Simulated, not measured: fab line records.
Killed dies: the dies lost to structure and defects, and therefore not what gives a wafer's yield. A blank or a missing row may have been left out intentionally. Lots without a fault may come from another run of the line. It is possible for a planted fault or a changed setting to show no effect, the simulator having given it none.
Matching of chambers / flow n5-finfet / rie-si-01 running N5_DUMMY_GATE_ETCH_32: 4 sister chambers
The step etches SiO2 in CF4, target depth 3.5 nm, time 3.9 s. 4 wafers are shown with their chamber, then 7 later ones without.

== WAFERS, EACH WITH ITS CHAMBER ==
wafer=L074.5; chamber=2; throttle-valve-pct (%)=21.6
wafer=L076.2; chamber=1; throttle-valve-pct (%)=22.3
wafer=L078.1; chamber=0; throttle-valve-pct (%)=21.9
wafer=L078.4; chamber=3; throttle-valve-pct (%)=21.7

== WAFERS MISSING THEIR CHAMBER ==
wafer=L078.6; throttle-valve-pct (%)=22.2
wafer=L096.2; throttle-valve-pct (%)=22.2
wafer=L096.3; throttle-valve-pct (%)=21.6
wafer=L096.6; throttle-valve-pct (%)=22.2
wafer=L097.1; throttle-valve-pct (%)=22.2
wafer=L097.3; throttle-valve-pct (%)=21.9
wafer=L097.6; throttle-valve-pct (%)=22.2

== WHICH CHAMBER EACH ONE RAN IN ==
wafer=L078.6; from the rows above=1; in truth=1
wafer=L096.2; from the rows above=1; in truth=1
wafer=L096.3; from the rows above=can't be placed: 2 or 3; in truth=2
wafer=L096.6; from the rows above=1; in truth=1
wafer=L097.1; from the rows above=1; in truth=1
wafer=L097.3; from the rows above=0; in truth=0
wafer=L097.6; from the rows above=1; in truth=1
Correct placement for 6 of the 7. Unplaceable from these rows: 1, with the true chamber sitting among the candidates in 1. 0 placed wrongly.
How it was worked out, from the rows above alone: a wafer's distance from a chamber is the root of the sum, over the readings, of the square of ((its reading less the chamber's mean) divided by the reading's scatter). If the next closest chamber is less than 2 further off than the closest, the wafer can't be placed; otherwise it belongs to the closest. The mean given for a chamber averages the wafers shown for that chamber. The scatter: with one shown wafer a chamber, the root of the mean of the squares of how far each hidden wafer lies from its nearest shown one.
